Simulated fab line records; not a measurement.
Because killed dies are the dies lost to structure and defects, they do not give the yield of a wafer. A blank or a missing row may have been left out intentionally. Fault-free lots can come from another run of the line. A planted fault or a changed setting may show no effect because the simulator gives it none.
A struck lot beside a sound one    flow n5_finfet    14 steps out of a route of 1938
Sound: wafers L704.1, L704.3, L704.4. Struck: wafer L707.5; the same lot's L707.6 was not struck, so it is left out; see the end for the cause.
For every step that has rows: the tool of each side, followed by ch and its chambers, followed by its first start. Under that, the readings that differ: sound wafers    struck wafers    difference of the means    sigmas: that difference in standard deviations of wafers without a fault.
alike: readings whose means differ by less than 2 such deviations, and words and numbers that are the same on both sides. not compared: withheld readings, readings that some wafer has no value for, bounds like >300 that may hide the same value, and numbers for which the record gives no deviation and whose values overlap.
Wherever a step has rows on one side only, a row that says differs or no value, or a row with sigmas, the two part there. Non-overlapping numbers with no deviation appear without sigmas and do not part them. A reading that every wafer of one side lacks parts them only if that side has two wafers or more.

first, 1 step without rows for these wafers: N5_BEOL_M10_DEVELOP_27 (develop time 30 s).
N5_BEOL_M10_CD_MEAS_28: target cd 70 nm.
  sound on cd_sem-03 ch 0, day 13 00:32; struck on cd_sem-03 ch 0, day 14 01:01
  alike: cd_nm
N5_BEOL_M10_OVL_MEAS_29:
  sound on overlay-02 ch 0, day 13 00:34; struck on overlay-02 ch 0, day 14 01:02
  alike: V9_OVL
N5_BEOL_M10_INSPECT_30: inspects for defects (brightfield).
  struck on defect_inspect-02, day 14 01:04; sound on defect_inspect-01, day 13 00:35
  alike: raw_defect_count
N5_BEOL_M10_DESCUM_33: chemistry O2, time 7.9 s.
  sound on rie_diel-01 ch 0,1,2, day 13 00:38; struck on rie_diel-01 ch 1, day 14 01:07
  alike: chamber_pressure_mTorr, drypump_motor_current_A, oes_product_au, rf_vpp_V, showerhead_plenum_p_Torr, throttle_valve_pct
  not compared: rf_hours_counter_h
N5_BEOL_M10_ETCH_65: etches SiARC in CF4, target depth 39 nm, time 65 s.
  sound on rie_diel-01 ch 0,1,2, day 13 00:40; struck on rie_diel-01 ch 1, day 14 01:09
  alike: chamber_pressure_mTorr, drypump_motor_current_A, etch_rf_on_time_s, mfc_ar_sccm, oes_product_au, rf_vpp_V, showerhead_plenum_p_Torr, throttle_valve_pct
  not compared: rf_hours_counter_h
then, 2 steps without rows for these wafers: N5_BEOL_M10_ETCH_66 (etches SOC in N2/H2, target depth 120 nm, overetch 24 nm, time 180 s); N5_BEOL_M10_STRIP_69 (strips in N2/H2).
N5_BEOL_M10_VIA_ETCH_34: etches SiCOH lowk in C4F6/O2, target depth 184.5 nm, time 69.2 s.
  sound on rie_diel-01 ch 0,1,2, day 13 00:50; struck on rie_diel-01 ch 1, day 14 01:20
  alike: chamber_pressure_mTorr, drypump_motor_current_A, mfc_ar_sccm, oes_product_au, rf_vpp_V, showerhead_plenum_p_Torr, throttle_valve_pct
  not compared: rf_hours_counter_h
then, 1 step without rows for these wafers: N5_BEOL_M10_STRIP_73 (strips in C4F6/O2).
N5_BEOL_M10_STRIP_36: strips in N2/H2.
  sound on rie_diel-01 ch 0,1,2, day 13 00:55; struck on rie_diel-01 ch 1, day 14 01:23
reading       sound           struck  difference  sigmas
rf_vpp_V (V)  57.3 57.6 54.3  60.9    +4.5        +2
  alike: chamber_pressure_mTorr, drypump_motor_current_A, n2_flow_sccm, oes_product_au, showerhead_plenum_p_Torr, throttle_valve_pct
  not compared: rf_hours_counter_h
N5_BEOL_M10_TRENCH_ETCH_37: etches SiCOH lowk in C4F6/O2, target depth 148.83 nm, time 48 s.
  sound: rie_diel-01 ch 0,1,2; struck: rie_diel-01 ch 1
  alike: chamber_pressure_mTorr, drypump_motor_current_A, mfc_ar_sccm, oes_product_au, rf_vpp_V, showerhead_plenum_p_Torr, throttle_valve_pct
  not compared: rf_hours_counter_h
N5_BEOL_M10_ETCH_41: etches SiCN in CH3F/O2, target depth 42.6 nm, time 86 s.
  sound on rie_diel-01 ch 0,1,2, day 13 00:59; struck on rie_diel-01 ch 1, day 14 01:28
reading                   sound              struck  difference  sigmas
mfc_ar_sccm (sccm)        150.2 149.9 149.9  151.1   +1.1        +3
model.etch.depth_nm (nm)  31.62 33.13 32.52  22.56   -9.86       
  alike: CH3F_flow_sccm, chamber_pressure_mTorr, drypump_motor_current_A, oes_product_au, rf_vpp_V, showerhead_plenum_p_Torr, throttle_valve_pct
  not compared: rf_hours_counter_h
then, 1 step without rows for these wafers: N5_BEOL_M10_STRIP_77 (strips in N2/H2, time 10 s).

## WHERE THEY PART
Last at N5_BEOL_M10_ETCH_41 as far as this record goes, first at N5_BEOL_M10_STRIP_36.

WHY: whatever the simulator had introduced
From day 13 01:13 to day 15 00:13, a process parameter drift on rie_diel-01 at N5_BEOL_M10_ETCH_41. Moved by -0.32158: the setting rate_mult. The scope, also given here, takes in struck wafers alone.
